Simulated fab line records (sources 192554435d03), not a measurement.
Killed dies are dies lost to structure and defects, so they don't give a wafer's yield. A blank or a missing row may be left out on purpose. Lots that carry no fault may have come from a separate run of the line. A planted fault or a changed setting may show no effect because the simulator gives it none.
Chamber matching ; flow n5 finfet ; N5_BEOL_M9_DEP_56 on pecvd-04: 3 sister chambers
The step deposits SiCN from 3MS/NH3, target thk 15 nm, time 26.5 s. 6 wafers are shown with their chamber, then 11 later ones without.

== WAFERS, EACH WITH ITS CHAMBER ==
wafer;chamber;throttle valve pct (%);showerhead plenum p Torr (Torr)
L078.6;1;9.8;3.665
L082.6;1;9.8;3.650
L084.5;2;8.6;3.659
L087.3;2;8.7;3.663
L087.5;0;9.3;3.662
L090.1;0;9.0;3.664

== WAFERS MISSING THEIR CHAMBER ==
wafer;throttle valve pct (%);showerhead plenum p Torr (Torr)
L090.4;9.7;3.666
L090.6;10.1;3.660
L095.1;10.0;3.666
L095.3;8.9;3.666
L095.6;9.9;3.657
L096.1;9.0;3.661
L096.5;8.8;3.665
L096.6;9.9;3.664
L097.1;9.6;3.666
L097.2;9.8;3.655
L097.6;9.7;3.654

== EACH ONE'S CHAMBER ==
wafer;from the rows above;in truth
L090.4;1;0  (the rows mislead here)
L090.6;1;1
L095.1;1;1
L095.3;can't be placed: 0 or 2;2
L095.6;1;1
L096.1;can't be placed: 0 or 2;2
L096.5;can't be placed: 2 or 0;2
L096.6;1;1
L097.1;can't be placed: 1 or 0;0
L097.2;1;1
L097.6;1;1
Placed correctly: 6 of 11. Unplaceable from these rows: 4, with the true chamber sitting among the candidates in 4. Placed wrongly: 1.
How it was worked out, from the rows above alone: a wafer's distance from a chamber is the root of the sum, over the readings, of the square of ((its reading less the chamber's mean) divided by the reading's scatter). If the next closest chamber is less than 2 further off than the closest, the wafer can't be placed; otherwise it belongs to the closest. The mean given for a chamber averages the wafers shown for that chamber. The scatter: take each reading less its chamber's mean, square it, sum over the shown wafers, divide by the number of wafers less the number of chambers, and take the root.
